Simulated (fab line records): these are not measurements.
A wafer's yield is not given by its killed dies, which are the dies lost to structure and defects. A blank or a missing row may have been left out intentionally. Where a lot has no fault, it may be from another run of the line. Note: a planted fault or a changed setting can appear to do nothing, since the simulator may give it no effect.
Which of the tools did it?	flow nand harc	36 wafers from 12 lots sampled at 2 of the route's 1159 steps

WHAT EACH GAUGE READ, for each wafer
NHARC_A_CONTACT_OVL_MEAS_09.
lot	measured	on	overlay x nm (nm)
L077	day 17 12:55	overlay-02	0.1 -0.7 -0.4
L076	day 17 20:41	overlay-02	1.7 0.8 2.1
L079	day 18 12:38	overlay-02	-0.2 -0.2 -0.4
L082	day 18 18:38	overlay-02	-0.1 -0.2 -0.3
L084	day 19 08:49	overlay-01	2.1 1.8 1.8
L086	day 20 00:05	overlay-01	0.2 0.2 -0.2
L088	day 20 02:44	overlay-02	0.8 0.4 0.2
L089	day 20 15:41	overlay-01	-0.6 -0.9 -0.9
L090	day 21 10:46	overlay-01	-0.7 -0.3 -0.4
L092	day 21 15:25	overlay-01	0.4 -0.4 -0.4
L093	day 21 22:40	overlay-01	-0.8 -0.5 0.1
L097	day 23 12:17	overlay-01	-0.9 -1.1 -1.0

WHAT TOOL EACH LOT RAN ON (gives the tool, then ch and the chambers of the sampled wafers, and finally the start)
lot	NHARC_A_CONTACT_ETCH_127
L077	har cap etch-01 ch 0,1, day 17 04:59
L076	har cap etch-01 ch 0,1, day 17 15:50
L079	har cap etch-03 ch 0, day 18 07:47
L082	har cap etch-03 ch 0, day 18 13:15
L084	har cap etch-01 ch 0,1, day 19 02:09
L086	har cap etch-02 ch 0,1, day 19 16:51
L088	har cap etch-01 ch 0,1, day 19 21:05
L089	har cap etch-01 ch 0,1, day 20 08:34
L090	har cap etch-02 ch 0,1, day 21 02:32
L092	har cap etch-03 ch 0,1, day 21 08:13
L093	har cap etch-03 ch 0,1, day 21 14:44
L097	har cap etch-01 ch 0,1, day 23 04:59
- NHARC_A_CONTACT_ETCH_127: etches the open film in C4F8/O2/Ar, time 155 s, target depth 956 nm.

THE ANSWER, worked out from the rows above alone
Rule: usual is defined by the lots themselves. The widest of any qualifying gaps counts: lots, ordered by their means at a reading, are off when they make up no more than a third of the lots, leave a main group of 4 or more, and stand apart from it by 3 or more times the standard deviation of that group's means. A main group whose means are all the same, to the digits that the tables above print for the reading, isn't used. Also off: a lot with no number at a reading for which 4 or more lots have one. Where the step has rows for the other lots, those lots are counted as sound.
No lot is off at any reading shown: from this, nothing can be told.

WHAT HAD BEEN PUT IN BY THE SIMULATOR
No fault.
